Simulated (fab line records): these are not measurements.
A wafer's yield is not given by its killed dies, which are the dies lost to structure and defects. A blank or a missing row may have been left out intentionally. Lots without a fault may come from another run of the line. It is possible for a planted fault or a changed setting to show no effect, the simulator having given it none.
Struck lot and sound lot, side by side || flow n5_finfet || 18 out of 1938 route steps
Sound: wafers L295.1, L295.2, L295.5. Struck: wafer L300.6 (left out: L300.2, a lot-mate that was not struck); the cause follows at the end.
For every step that has rows: the tool of each side, followed by ch and its chambers, followed by its first start. Under that, the readings that differ: sound wafers || struck wafers || difference of the means || sigmas: that difference in standard deviations of wafers without a fault.
alike: readings with means less than 2 such deviations apart, plus words and numbers identical on both sides. not compared: withheld readings, readings lacking a value on some wafer, bounds such as >300 that could conceal the same value, and numbers that have no deviation in the record and whose values overlap.
The two part at a step that has a row with sigmas, a row that says differs or no value, or rows on one side only. When numbers do not overlap yet have no deviation, they are printed without sigmas and do not part them. A reading that every wafer of one side lacks parts them only if that side has two wafers or more.

N5_BEOL_M1_ANNEAL_82: time 240 s.
  sound: pvd_sputter-01 at day 8 11:31; struck: pvd_sputter-01 at day 9 13:43
  alike: heater_power_w
then, 3 steps without rows for these wafers: N5_BEOL_M1_SPUTTER_86 (material Cu, target thk 4.5 nm, time 8.29 s); N5_BEOL_M1_ANNEAL_87 (time 240 s); N5_BEOL_M1_SPUTTER_88 (material Cu, target thk 4.5 nm, time 8.29 s).
N5_BEOL_M1_ANNEAL_89: time 240 s.
  sound: pvd_sputter-01 at day 8 11:58; struck: pvd_sputter-01 at day 9 14:09
  alike: heater_power_w
N5_BEOL_M1_SPUTTER_90: material Cu, target thk 4.5 nm, time 8.29 s.
  sound: pvd_sputter-01 at day 8 12:06; struck: pvd_sputter-01 at day 9 14:17
  alike: throttle_valve_pct
then, 1 step without rows for these wafers: N5_BEOL_M1_ANNEAL_91 (time 240 s).
N5_BEOL_M1_SPUTTER_92: material Cu, target thk 4.5 nm, time 8.29 s.
  sound: pvd_sputter-01 at day 8 12:19; struck: pvd_sputter-01 at day 9 14:31
  alike: throttle_valve_pct
N5_BEOL_M1_ANNEAL_93: time 240 s.
  sound: pvd_sputter-01 at day 8 12:24; struck: pvd_sputter-01 at day 9 14:35
  alike: heater_power_w
then, 3 steps without rows for these wafers: N5_BEOL_M1_SPUTTER_94 (material Cu, target thk 4.5 nm, time 8.29 s); N5_BEOL_M1_ANNEAL_95 (time 240 s); N5_BEOL_M1_SPUTTER_96 (material Cu, target thk 4.5 nm, time 8.29 s).
N5_BEOL_M1_ECD_50: material Cu, target thk 300 nm.
  sound on ecd_cu-01 ch 0,1, day 8 12:53; struck on ecd_cu-01 ch 0, day 9 15:07
{"reading": "model.Cu_of_BEOL_M1_ECD_50.thk_nm (nm)", "sound": "297.6 299.8 295", "struck": 400, "difference": "+103", "sigmas": ""}
then, 1 step without rows for these wafers: N5_BEOL_M1_ANNEAL_51 (time 90 s).
N5_BEOL_M1_CMP_52: polishes, stops on SiOC, t overpolish 6.8 s, target thk 40 nm.
  sound on cmp-04 ch 0,1,2, day 8 13:16; struck on cmp-01 ch 2, day 9 15:49
{"reading": "time_to_endpoint_s (s)", "sound": "57.8 59.1 59.3", "struck": 76.1, "difference": "+17.4", "sigmas": "+6"}
  alike: motor_current_A
  not compared: pad_life_wafers
N5_BEOL_M1_THK_MEAS_53: measures by xrf.
  sound: film_metro-01 at day 8 13:34; struck: film_metro-01 at day 9 16:02
  alike: M1_THK
N5_BEOL_M4_RC_MEAS_101:
  sound on prober-01 ch 0, day 9 21:19; struck on prober-02 ch 0, day 11 09:11
{"reading": "DIBL_N (mV/V)", "sound": "36.6 37.3 36.4", "struck": 40.2, "difference": "+3.4", "sigmas": "+2"}
{"reading": "DIBL_P (mV/V)", "sound": "36.1 36.6 35.5", "struck": 40.5, "difference": "+4.4", "sigmas": "+2"}
  alike: IOFF_N, IOFF_P, ION_N, ION_P, SS_N, SS_P, VT_N, VT_P
-- record jumps: 4 days separate the struck wafers' starts on either side; left off in module BEOL_M4, taken up again in module PASSIVATION, whose first shown step is the route's number 1936 --
N5_PASSIVATION_PROBE_49:
  sound: prober-02 at day 14 06:58; struck: prober-02 at day 15 12:17
{"reading": "defect_limited_yield (%)", "sound": "93.5 93.6 92.1", "struck": 89.7, "difference": -3.4, "sigmas": -2}
{"reading": "killed_at_contacts", "sound": "7 3 11", "struck": 27, "difference": "+20", "sigmas": "+3"}
{"reading": "killed_dies", "sound": "77 76 93", "struck": 122, "difference": "+40", "sigmas": "+2"}
{"reading": "killed_open", "sound": "59 58 59", "struck": 93, "difference": "+34", "sigmas": "+2"}
{"reading": "sort_bin_5_function (%)", "sound": "4.2 3.6 4.2", "struck": 6.4, "difference": "+2.4", "sigmas": "+2"}
{"reading": "sort_n_pass", "sound": "1103 1104 1087", "struck": 1058, "difference": -40, "sigmas": -2}
{"reading": "sort_yield_pct (%)", "sound": "93.5 93.6 92.1", "struck": 89.7, "difference": -3.4, "sigmas": -2}
  alike: killed_at_M0_to_M3, killed_at_M4_up, killed_at_front_end, killed_at_other, killed_on_rim, killed_short, sort_bin_6_memory, sort_bin_8_speed

WHERE THEY PART
At N5_BEOL_M1_CMP_52 first; at N5_PASSIVATION_PROBE_49 last (within this record only).

WHY: the cause the simulator had injected
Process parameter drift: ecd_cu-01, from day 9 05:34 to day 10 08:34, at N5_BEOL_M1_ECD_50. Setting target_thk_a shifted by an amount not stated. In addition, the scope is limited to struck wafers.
